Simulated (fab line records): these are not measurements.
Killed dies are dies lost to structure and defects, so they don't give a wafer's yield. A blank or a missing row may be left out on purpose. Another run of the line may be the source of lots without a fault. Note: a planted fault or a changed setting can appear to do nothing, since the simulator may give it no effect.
Chamber matching || flow nand_harc || rie_diel-05 running NHARC_A_BLC_DESCUM_15: 4 sister chambers
The step chemistry O2, time 3 s. 24 wafers are shown with their chamber, then 12 later ones without.

== WAFERS WITH THEIR CHAMBER ==
{"wafer": "L074.3", "chamber": 0, "showerhead_plenum_p_Torr (Torr)": 1.78, "drypump_motor_current_A (A)": 5.2, "rf_vpp_V (V)": 55.2}
{"wafer": "L074.4", "chamber": 1, "showerhead_plenum_p_Torr (Torr)": 1.93, "drypump_motor_current_A (A)": 5.8, "rf_vpp_V (V)": 58.0}
{"wafer": "L074.5", "chamber": 0, "showerhead_plenum_p_Torr (Torr)": 1.78, "drypump_motor_current_A (A)": 5.2, "rf_vpp_V (V)": 57.7}
{"wafer": "L075.3", "chamber": 1, "showerhead_plenum_p_Torr (Torr)": 1.93, "drypump_motor_current_A (A)": 5.8, "rf_vpp_V (V)": 57.8}
{"wafer": "L075.4", "chamber": 2, "showerhead_plenum_p_Torr (Torr)": 2.03, "drypump_motor_current_A (A)": 6.3, "rf_vpp_V (V)": 58.9}
{"wafer": "L075.5", "chamber": 0, "showerhead_plenum_p_Torr (Torr)": 1.78, "drypump_motor_current_A (A)": 5.2, "rf_vpp_V (V)": 57.3}
{"wafer": "L076.1", "chamber": 1, "showerhead_plenum_p_Torr (Torr)": 1.93, "drypump_motor_current_A (A)": 5.9, "rf_vpp_V (V)": 58.3}
{"wafer": "L076.3", "chamber": 0, "showerhead_plenum_p_Torr (Torr)": 1.78, "drypump_motor_current_A (A)": 5.2, "rf_vpp_V (V)": 57.4}
{"wafer": "L076.4", "chamber": 2, "showerhead_plenum_p_Torr (Torr)": 2.03, "drypump_motor_current_A (A)": 6.3, "rf_vpp_V (V)": 56.0}
{"wafer": "L080.2", "chamber": 1, "showerhead_plenum_p_Torr (Torr)": 1.93, "drypump_motor_current_A (A)": 5.9, "rf_vpp_V (V)": 58.2}
{"wafer": "L080.3", "chamber": 3, "showerhead_plenum_p_Torr (Torr)": 2.05, "drypump_motor_current_A (A)": 6.4, "rf_vpp_V (V)": 57.4}
{"wafer": "L080.5", "chamber": 0, "showerhead_plenum_p_Torr (Torr)": 1.78, "drypump_motor_current_A (A)": 5.2, "rf_vpp_V (V)": 56.9}
{"wafer": "L079.2", "chamber": 3, "showerhead_plenum_p_Torr (Torr)": 2.05, "drypump_motor_current_A (A)": 6.3, "rf_vpp_V (V)": 57.8}
{"wafer": "L079.4", "chamber": 0, "showerhead_plenum_p_Torr (Torr)": 1.78, "drypump_motor_current_A (A)": 5.2, "rf_vpp_V (V)": 54.9}
{"wafer": "L079.5", "chamber": 0, "showerhead_plenum_p_Torr (Torr)": 1.78, "drypump_motor_current_A (A)": 5.2, "rf_vpp_V (V)": 57.4}
{"wafer": "L082.3", "chamber": 2, "showerhead_plenum_p_Torr (Torr)": 2.03, "drypump_motor_current_A (A)": 6.3, "rf_vpp_V (V)": 58.0}
{"wafer": "L082.5", "chamber": 2, "showerhead_plenum_p_Torr (Torr)": 2.03, "drypump_motor_current_A (A)": 6.3, "rf_vpp_V (V)": 58.5}
{"wafer": "L082.6", "chamber": 3, "showerhead_plenum_p_Torr (Torr)": 2.05, "drypump_motor_current_A (A)": 6.4, "rf_vpp_V (V)": 59.8}
{"wafer": "L089.2", "chamber": 3, "showerhead_plenum_p_Torr (Torr)": 2.05, "drypump_motor_current_A (A)": 6.4, "rf_vpp_V (V)": 59.3}
{"wafer": "L089.4", "chamber": 1, "showerhead_plenum_p_Torr (Torr)": 1.93, "drypump_motor_current_A (A)": 5.8, "rf_vpp_V (V)": 58.2}
{"wafer": "L089.5", "chamber": 1, "showerhead_plenum_p_Torr (Torr)": 1.93, "drypump_motor_current_A (A)": 5.8, "rf_vpp_V (V)": 58.2}
{"wafer": "L090.2", "chamber": 1, "showerhead_plenum_p_Torr (Torr)": 1.92, "drypump_motor_current_A (A)": 5.9, "rf_vpp_V (V)": 58.0}
{"wafer": "L090.5", "chamber": 3, "showerhead_plenum_p_Torr (Torr)": 2.05, "drypump_motor_current_A (A)": 6.4, "rf_vpp_V (V)": 58.4}
{"wafer": "L090.6", "chamber": 0, "showerhead_plenum_p_Torr (Torr)": 1.77, "drypump_motor_current_A (A)": 5.2, "rf_vpp_V (V)": 55.7}

SIGNATURES, as means of the wafers listed above
{"reading": "showerhead_plenum_p_Torr", "chamber 0": 1.7788, "chamber 1": 1.9286, "chamber 2": 2.0300, "chamber 3": 2.0500, "scatter within a chamber": 0.00294}
{"reading": "drypump_motor_current_A", "chamber 0": 5.200, "chamber 1": 5.843, "chamber 2": 6.300, "chamber 3": 6.380, "scatter within a chamber": 0.0355}
{"reading": "rf_vpp_V", "chamber 0": 56.562, "chamber 1": 58.100, "chamber 2": 57.850, "chamber 3": 58.540, "scatter within a chamber": 0.946}
Rule: for each reading, subtract the chamber's mean from the wafer's reading, divide by that reading's scatter and square the result; add these up over the readings and take the root, which gives the wafer's distance from the chamber. The wafer belongs to the nearest chamber; if the next one is less than 2 further off, it can't be placed. The scatter: take each reading less its chamber's mean, square it, sum over the shown wafers, divide by the number of wafers less the number of chambers, and take the root.

== WAFERS MISSING THEIR CHAMBER ==
{"wafer": "L088.1", "showerhead_plenum_p_Torr (Torr)": 1.77, "drypump_motor_current_A (A)": 5.2, "rf_vpp_V (V)": 56.1}
{"wafer": "L088.2", "showerhead_plenum_p_Torr (Torr)": 1.93, "drypump_motor_current_A (A)": 5.8, "rf_vpp_V (V)": 58.0}
{"wafer": "L088.5", "showerhead_plenum_p_Torr (Torr)": 2.05, "drypump_motor_current_A (A)": 6.4, "rf_vpp_V (V)": 58.6}
{"wafer": "L094.1", "showerhead_plenum_p_Torr (Torr)": 1.77, "drypump_motor_current_A (A)": 5.2, "rf_vpp_V (V)": 58.4}
{"wafer": "L094.2", "showerhead_plenum_p_Torr (Torr)": 2.03, "drypump_motor_current_A (A)": 6.3, "rf_vpp_V (V)": 57.2}
{"wafer": "L094.3", "showerhead_plenum_p_Torr (Torr)": 1.92, "drypump_motor_current_A (A)": 5.9, "rf_vpp_V (V)": 58.9}
{"wafer": "L093.1", "showerhead_plenum_p_Torr (Torr)": 2.03, "drypump_motor_current_A (A)": 6.4, "rf_vpp_V (V)": 57.9}
{"wafer": "L093.2", "showerhead_plenum_p_Torr (Torr)": 1.77, "drypump_motor_current_A (A)": 5.2, "rf_vpp_V (V)": 57.2}
{"wafer": "L093.5", "showerhead_plenum_p_Torr (Torr)": 1.77, "drypump_motor_current_A (A)": 5.2, "rf_vpp_V (V)": 55.8}
{"wafer": "L097.2", "showerhead_plenum_p_Torr (Torr)": 2.04, "drypump_motor_current_A (A)": 6.4, "rf_vpp_V (V)": 58.2}
{"wafer": "L097.4", "showerhead_plenum_p_Torr (Torr)": 1.92, "drypump_motor_current_A (A)": 5.8, "rf_vpp_V (V)": 56.2}
{"wafer": "L097.6", "showerhead_plenum_p_Torr (Torr)": 1.92, "drypump_motor_current_A (A)": 5.9, "rf_vpp_V (V)": 60.2}

== WHICH CHAMBER EACH ONE RAN IN ==
{"wafer": "L088.1", "from the rows above": 0, "in truth": 0}
{"wafer": "L088.2", "from the rows above": 1, "in truth": 1}
{"wafer": "L088.5", "from the rows above": 3, "in truth": 3}
{"wafer": "L094.1", "from the rows above": 0, "in truth": 0}
{"wafer": "L094.2", "from the rows above": 2, "in truth": 2}
{"wafer": "L094.3", "from the rows above": 1, "in truth": 1}
{"wafer": "L093.1", "from the rows above": 2, "in truth": 2}
{"wafer": "L093.2", "from the rows above": 0, "in truth": 0}
{"wafer": "L093.5", "from the rows above": 0, "in truth": 0}
{"wafer": "L097.2", "from the rows above": "can't be placed: 3 or 2", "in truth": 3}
{"wafer": "L097.4", "from the rows above": 1, "in truth": 1}
{"wafer": "L097.6", "from the rows above": 1, "in truth": 1}
11 of 12 placed correctly. From these rows, 1 cannot be placed; in 1 the true chamber is one of the candidates. Number placed wrongly: 0.
